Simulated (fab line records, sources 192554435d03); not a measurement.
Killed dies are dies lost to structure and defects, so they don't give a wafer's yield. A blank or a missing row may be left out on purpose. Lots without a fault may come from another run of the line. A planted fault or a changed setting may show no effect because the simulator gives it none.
Problem report in the 8D (eight disciplines) form, filled by code | flow n5_finfet | the parts of the form that need people (team, actions taken, sign-off) are left out
Where a reading is given only as a bound, like >300, the bound stands for it, and a mean or a difference that rests on one is marked > or <: the true number lies beyond.

1. THE PROBLEM
raw_defect_count at N5_HKMG_FIN_INSPECT_14 reads a mean of >300 on 9 wafers of 3 lots; wafers without a fault read 2.2 with a standard deviation of 1.3. That is +99 or more standard deviations from the usual mean.
The step: inspects for defects (macro).
First seen on wafer L968.2, day 8 11:35, on defect_inspect-01. The record holds 27 wafers of 9 lots with a number at this step. Rule for "out", or "out of limits": more than 4 standard deviations from the usual mean. The other wafers with a number count as sound.

2. WHAT IT IS AND WHAT IT IS NOT
question                    | is                                   | is not
which readings at this step | raw_defect_count                     | -
which lots                  | L968, L969, L972                     | L952, L955, L956, L971, L973, L974
which wafers of those lots  | all that have a number               | -
read on which gauges        | defect_inspect-01, defect_inspect-02 | -
when                        | from day 8 11:35                     | up to then (9 sound wafers); but 9 sound wafers of L971, L973, L974 came after

3. SUSPECTS, AND WHAT RULES EACH OUT
Counting: a tool at a process step up to the reading stays a suspect if it ran every lot that is out and no sound lot after the first of them.
- the gauge at N5_HKMG_FIN_INSPECT_14: ruled out. The wafers that are out were read on 2 gauges (defect_inspect-01, defect_inspect-02).
- ald_metal-03 at N5_HKMG_FIN_ALD_36 (deposits TiN, target thk 1 nm, pulse time 1 s, purge time 3 s): kept. It ran every lot that is out, first L968 (day 8 10:29), and no sound lot after that; its last sound lot up to then is L956 (day 5 12:08).
Left after counting: ald_metal-03 at N5_HKMG_FIN_ALD_36.

4. THE CAUSE (what the simulator had put in)
Chamber particle source: ald_metal-03, from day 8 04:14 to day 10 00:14, at N5_HKMG_FIN_ALD_36. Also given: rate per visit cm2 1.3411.
Counting left only this tool.

5. THE CHAIN OF EFFECTS, in route order
Each row: a reading whose mean over the struck wafers that have a number lies more than 3 standard deviations from the usual. Only readings for which the record gives a usual standard deviation are gone through. hours: the time from each lot's start at the first step in this table that gives one to its start at this step, as a median over the lots. sigmas: the change in usual standard deviations.
hours | step                    | reading              | usual  | on struck wafers | change | sigmas
0     | N5_HKMG_FIN_INSPECT_14  | raw_defect_count     | 2.2    | >300             | >+298  | +99 or more
232   | N5_PASSIVATION_PROBE_49 | defect_limited_yield | 91.5 % | 83.6             | -7.9   | -5.3
232   | N5_PASSIVATION_PROBE_49 | killed_at_front_end  | 38     | 127              | +89    | +9.1
232   | N5_PASSIVATION_PROBE_49 | killed_dies          | 101    | 193              | +92    | +5.1
232   | N5_PASSIVATION_PROBE_49 | killed_on_rim        | 13     | 29               | +16    | +4.1
232   | N5_PASSIVATION_PROBE_49 | sort_bin_5_function  | 5.0 %  | 9.6              | +4.6   | +4.6
232   | N5_PASSIVATION_PROBE_49 | sort_n_pass          | 1079   | 987              | -92    | -5.1
232   | N5_PASSIVATION_PROBE_49 | sort_yield_pct       | 91.5 % | 83.6             | -7.9   | -5.3
The process steps in it:
- N5_PASSIVATION_PROBE_49
Later measuring or inspecting steps at which every struck wafer that the step has a row for has a number for every such reading, and none has moved that far: N5_BEOL_M4_RC_MEAS_101.

6. WHAT WOULD HAVE CAUGHT IT SOONER
In this record the first reading out of limits at a measuring or inspecting step was taken at day 8 11:35, 7 hours after the fault began at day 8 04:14.
Of the tool readings at N5_HKMG_FIN_ALD_36 for which the record gives a usual standard deviation, none was out on any struck wafer, so an alarm limit of 4 standard deviations on them would not have fired.
Of the lots that are out (3), L969, L972 began N5_HKMG_FIN_ALD_36 on ald_metal-03 after day 8 11:35. A hold on the tool at that time would have spared those 2.
